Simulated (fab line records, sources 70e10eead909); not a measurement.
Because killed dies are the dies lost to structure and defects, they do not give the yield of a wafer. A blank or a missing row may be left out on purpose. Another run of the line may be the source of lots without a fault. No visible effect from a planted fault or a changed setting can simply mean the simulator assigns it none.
fab line records ; flow nandHarc
[record] lots = 14; wafers = 42; lastDay = 32
route steps=1302 shown A_SOURCE_PLATE@420 A_ONON_D1@427
lots with no fault: from the same line, run without faults
startH: the number of hours between the record's first day and the start of the first shown wafer of the lot ; waitH: hours since the lot's step before ; " the same as in the row above ; L1.1+2: a single row standing in for several wafers ; - no value present, or no start provided ; * or withheld: withheld ; < > ~ a bound
route shown NAME@n: names a module that has steps shown in the file, with the first one's number in the route ; usual: mean/standard deviation of fault-free wafers ; same: alike in all rows ; chamber/n: place in a boat ; sites: readings site by site ; _std_site: how widely they spread, as a standard deviation ; _edge_site: outer sites' mean less inner sites' ; radiusMm: for every site, how far away it sits from the centre of the wafer ; mask NAME#n: copy n ; behind: tool/chamber where the wafer was last shaped ; hold: why the lot was held/for how many hours/how that ended ; device: names the non-switching transistor (n, p or np) ; end of line: at the end of the route, the tests of the same wafers ; step lacking rows: just its recipe ; killed: count of dies lost to structure and defects at first sort (not the wafer's yield) ; map: the dies of a wafer, with x for killed, . for not killed, _ for no die there
set.NAME: setting as actually run; set.NAME@STEP: the setting as run at that earlier step ; model.NAME: the simulator's own value behind a step, which no gauge read
route steps across a sampled set of lots; one table per step, one row per wafer
services: when a tool's chamber went out of use (startH, in hours from the record's first day, below 0 if earlier), for how many hours, and the reason
[[steps]]
[step NHARC_A_SOURCE_PLATE_THK_MEAS_06]
[recipe] thkMeasGauge = ellipsometry
[usual] thkNm = 199.6/2.5
lot.wafer;tool;chamber;startH;waitH;thkNm
L318.1;filmMetro-02;-;167.65;0.4;200.4
L318.4;filmMetro-02;-;167.65;0.4;200.1
L318.6;filmMetro-02;-;167.65;0.4;198.6
L319.3;filmMetro-02;-;170.94;0.4;198.6
L319.5;filmMetro-02;-;170.94;0.4;199.0
L319.6;filmMetro-02;-;170.94;0.4;197.7
L320.3;filmMetro-01;-;179.82;0.4;201.3
L320.5;filmMetro-01;-;179.82;0.4;200.7
L320.6;filmMetro-01;-;179.82;0.4;201.9
L321.2;filmMetro-02;-;198.97;0.4;202.2
L321.3;filmMetro-02;-;198.97;0.4;201.7
L321.5;filmMetro-02;-;198.97;0.4;201.6
L322.4;filmMetro-01;-;198.97;0.4;201.5
L322.5;filmMetro-01;-;198.97;0.4;202.0
L322.6;filmMetro-01;-;198.97;0.4;199.5
L323.1;filmMetro-01;-;217.00;0.4;202.9
L323.2;filmMetro-01;-;217.00;0.4;200.9
L323.4;filmMetro-01;-;217.00;0.4;202.3
L324.1;filmMetro-01;-;225.33;0.4;197.2
L324.3;filmMetro-01;-;225.33;0.4;196.1
L324.5;filmMetro-01;-;225.33;0.4;198.0
L325.1;filmMetro-01;-;233.68;0.4;198.4
L325.2;filmMetro-01;-;233.68;0.4;199.7
L325.3;filmMetro-01;-;233.68;0.4;201.4
L326.1;filmMetro-01;-;242.54;0.4;197.0
L326.3;filmMetro-01;-;242.54;0.4;201.1
L326.5;filmMetro-01;-;242.54;0.4;198.3
L335.1;filmMetro-01;-;332.60;0.4;196.3
L335.2;filmMetro-01;-;332.60;0.4;194.5
L335.3;filmMetro-01;-;332.60;0.4;199.0
L336.1;filmMetro-01;-;340.64;0.4;201.8
L336.2;filmMetro-01;-;340.64;0.4;202.6
L336.5;filmMetro-01;-;340.64;0.4;205.7
L339.1;filmMetro-02;-;367.27;0.4;198.9
L339.2;filmMetro-02;-;367.27;0.4;201.3
L339.3;filmMetro-02;-;367.27;0.4;198.9
L338.1;filmMetro-01;-;367.27;0.4;195.1
L338.3;filmMetro-01;-;367.27;0.4;196.5
L338.5;filmMetro-01;-;367.27;0.4;196.1
L340.1;filmMetro-01;-;378.03;0.4;201.3
L340.3;filmMetro-01;-;378.03;0.4;205.8
L340.4;filmMetro-01;-;378.03;0.4;205.1
[step NHARC_A_ONON_D1_THK_MEAS_05]
[recipe] thkMeasGauge = ellipsometry
[usual] thkNm = 1001/12
lot.wafer;tool;chamber;startH;waitH;thkNm
L318.1;filmMetro-02;-;168.85;-;1007
L318.4;filmMetro-02;-;168.85;-;1009
L318.6;filmMetro-02;-;168.85;-;1009
L319.3;filmMetro-01;-;172.19;-;985
L319.5;filmMetro-01;-;172.19;-;987
L319.6;filmMetro-01;-;172.19;-;987
L320.3;filmMetro-02;-;181.08;-;992
L320.5;filmMetro-02;-;181.08;-;995
L320.6;filmMetro-02;-;181.08;-;996
L321.2;filmMetro-01;-;200.18;-;999
L321.3;filmMetro-01;-;200.18;-;998
L321.5;filmMetro-01;-;200.18;-;999
L322.4;filmMetro-02;-;200.18;-;1000
L322.5;filmMetro-02;-;200.18;-;998
L322.6;filmMetro-02;-;200.18;-;998
L323.1;filmMetro-02;-;218.26;-;1000
L323.2;filmMetro-02;-;218.26;-;1000
L323.4;filmMetro-02;-;218.26;-;1000
L324.1;filmMetro-01;-;226.57;-;995
L324.3;filmMetro-01;-;226.57;-;994
L324.5;filmMetro-01;-;226.57;-;993
L325.1;filmMetro-01;-;234.89;-;982
L325.2;filmMetro-01;-;234.89;-;984
L325.3;filmMetro-01;-;234.89;-;983
L326.1;filmMetro-02;-;243.75;-;1020
L326.3;filmMetro-02;-;243.75;-;1021
L326.5;filmMetro-02;-;243.75;-;1020
L335.1;filmMetro-01;-;333.80;-;981
L335.2;filmMetro-01;-;333.80;-;981
L335.3;filmMetro-01;-;333.80;-;981
L336.1;filmMetro-02;-;341.87;-;1008
L336.2;filmMetro-02;-;341.87;-;1006
L336.5;filmMetro-02;-;341.87;-;1007
L339.1;filmMetro-01;-;368.47;-;1027
L339.2;filmMetro-01;-;368.47;-;1027
L339.3;filmMetro-01;-;368.47;-;1027
L338.1;filmMetro-02;-;368.48;-;1004
L338.3;filmMetro-02;-;368.48;-;1007
L338.5;filmMetro-02;-;368.48;-;1006
L340.1;filmMetro-01;-;379.60;-;999
L340.3;filmMetro-01;-;379.60;-;996
L340.4;filmMetro-01;-;379.60;-;1000
[step NHARC_A_ONON_D1_DEP_16]
[recipe] targetThkA = 10000; n2FlowSccm = 2750; n2oFlowSccm = 2000; nh3FlowSccm = 500; sih4FlowSccm = 210; tempC = 400
[usual] nh3FlowSccm = 500.1/1.3
lot.wafer;tool;chamber;startH;waitH;nh3FlowSccm
L318.1;pecvdOnon-02;0;179.75;0.1;500.5
L318.4;pecvdOnon-02;0;179.75;0.1;501.4
L318.6;pecvdOnon-02;0;179.75;0.1;498.5
L319.3;pecvdOnon-03;0;179.87;0.2;501.3
L319.5;pecvdOnon-03;0;179.87;0.2;500.5
L319.6;pecvdOnon-03;0;179.87;0.2;499.4
L320.3;pecvdOnon-03;0;190.18;0.2;500.6
L320.5;pecvdOnon-03;0;190.18;0.2;499.7
L320.6;pecvdOnon-03;0;190.18;0.2;499.8
L321.2;pecvdOnon-01;0;209.52;0.1;498.6
L321.3;pecvdOnon-01;0;209.52;0.1;498.2
L321.5;pecvdOnon-01;0;209.52;0.1;499.8
L322.4;pecvdOnon-03;0;209.63;0.2;498.5
L322.5;pecvdOnon-03;0;209.63;0.2;499.5
L322.6;pecvdOnon-03;0;209.63;0.2;499.6
L323.1;pecvdOnon-02;0;229.34;0.1;501.5
L323.2;pecvdOnon-02;0;229.34;0.1;497.6
L323.4;pecvdOnon-02;0;229.34;0.1;499.0
L324.1;pecvdOnon-02;0;237.31;0.1;500.4
L324.3;pecvdOnon-02;0;237.31;0.1;501.7
L324.5;pecvdOnon-02;0;237.31;0.1;499.4
L325.1;pecvdOnon-03;0;243.89;0.1;499.1
L325.2;pecvdOnon-03;0;243.89;0.1;500.6
L325.3;pecvdOnon-03;0;243.89;0.1;498.3
L326.1;pecvdOnon-03;0;254.16;0.1;501.6
L326.3;pecvdOnon-03;0;254.16;0.1;499.1
L326.5;pecvdOnon-03;0;254.16;0.1;501.2
L335.1;pecvdOnon-02;0;344.58;0.1;500.5
L335.2;pecvdOnon-02;0;344.58;0.1;499.7
L335.3;pecvdOnon-02;0;344.58;0.1;502.0
L336.1;pecvdOnon-02;0;350.80;0.1;501.1
L336.2;pecvdOnon-02;0;350.80;0.1;501.8
L336.5;pecvdOnon-02;0;350.80;0.1;502.2
L339.1;pecvdOnon-03;0;377.46;0.1;502.4
L339.2;pecvdOnon-03;0;377.46;0.1;503.4
L339.3;pecvdOnon-03;0;377.46;0.1;500.6
L338.1;pecvdOnon-01;0;377.50;0.1;498.6
L338.3;pecvdOnon-01;0;377.50;0.1;498.6
L338.5;pecvdOnon-01;0;377.50;0.1;498.2
L340.1;pecvdOnon-03;0;388.70;0.1;499.7
L340.3;pecvdOnon-03;0;388.70;0.1;500.2
L340.4;pecvdOnon-03;0;388.70;0.1;497.3
[step NHARC_A_ONON_D1_THK_MEAS_18]
[recipe] thkMeasGauge = ellipsometry
[usual] thkNm = 998/9.8
lot.wafer;tool;chamber;startH;waitH;thkNm
L318.1;filmMetro-01;-;180.26;-;1003
L318.4;filmMetro-01;-;180.26;-;1004
L318.6;filmMetro-01;-;180.26;-;1004
L319.3;filmMetro-02;-;180.26;-;998
L319.5;filmMetro-02;-;180.26;-;1000
L319.6;filmMetro-02;-;180.26;-;998
L320.3;filmMetro-02;-;190.57;-;987
L320.5;filmMetro-02;-;190.57;-;987
L320.6;filmMetro-02;-;190.57;-;986
L322.4;filmMetro-01;-;209.97;-;1004
L322.5;filmMetro-01;-;209.97;-;1003
L322.6;filmMetro-01;-;209.97;-;1005
L321.2;filmMetro-02;-;209.98;-;1007
L321.3;filmMetro-02;-;209.98;-;1007
L321.5;filmMetro-02;-;209.98;-;1008
L323.1;filmMetro-01;-;229.85;-;1002
L323.2;filmMetro-01;-;229.85;-;1003
L323.4;filmMetro-01;-;229.85;-;1002
L324.1;filmMetro-01;-;237.82;-;989
L324.3;filmMetro-01;-;237.82;-;989
L324.5;filmMetro-01;-;237.82;-;991
L325.1;filmMetro-02;-;244.40;-;1000
L325.2;filmMetro-02;-;244.40;-;1000
L325.3;filmMetro-02;-;244.40;-;998
L326.1;filmMetro-01;-;254.67;-;1004
L326.3;filmMetro-01;-;254.67;-;1004
L326.5;filmMetro-01;-;254.67;-;1005
L335.1;filmMetro-01;-;345.10;-;1057
L335.2;filmMetro-01;-;345.10;-;1056
L335.3;filmMetro-01;-;345.10;-;1057
L336.1;filmMetro-02;-;351.30;-;1081
L336.2;filmMetro-02;-;351.30;-;1082
L336.5;filmMetro-02;-;351.30;-;1082
L339.1;filmMetro-01;-;377.98;-;994
L339.2;filmMetro-01;-;377.98;-;996
L339.3;filmMetro-01;-;377.98;-;993
L338.1;filmMetro-01;-;378.01;-;1006
L338.3;filmMetro-01;-;378.01;-;1007
L338.5;filmMetro-01;-;378.01;-;1005
L340.1;filmMetro-02;-;389.22;-;1005
L340.3;filmMetro-02;-;389.22;-;1003
L340.4;filmMetro-02;-;389.22;-;1004
[[services]]
tool;chamber;startH;hours;kind
pecvdOnon-02;-;185.78;13.0;pm
pecvdOnon-03;-;227.00;13.0;pm
pecvdOnon-01;-;269.40;13.0;pm
pecvdOnon-02;-;366.78;13.0;pm
[[key]]
[firstSign] step = NHARC_A_ONON_D1_THK_MEAS_18; reading = thkNm; direction = up; sigmas = 7.3; usual = 998; struck = 1069
effect none on later readings
metAt NHARC_A_ONON_D1_DEP_16
struckLots L335,L336
laterRowsLeftOut L335.1,L335.2,L335.3,L336.1,L336.2,L336.5
sortLeftOut L335.1,L335.2,L335.3,L336.1,L336.2,L336.5
testerLeftOut L335,L336
notActingAt NHARC_A_SOURCE_PLATE_THK_MEAS_06,NHARC_A_ONON_D1_THK_MEAS_05
onsetBetween 237.31 344.58
[fault] kind = processParameterDrift; tool = pecvdOnon-02; chamber = -; onsetH = 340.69; steps = NHARC_A_ONON_D1_DEP_16; channel = targetThkA; offset = *; shape = step; endH = 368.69; actsIn = *; stated = *
// testerLeftOut: of these lots the tester's yield and bins aren't shown, on N5 and GAA mostly nor the transistor test; their killed dies are dies lost to structure and defects alone, not to doping, threshold or leakage, so they don't give the yield
// sortLeftOut: the simulated sort isn't trusted on such a fault, so these wafers' sort isn't shown, and their yield isn't known
// laterRowsLeftOut: the simulator's readings of these wafers behind a module that went badly wrong aren't trusted and aren't shown, but for the sort
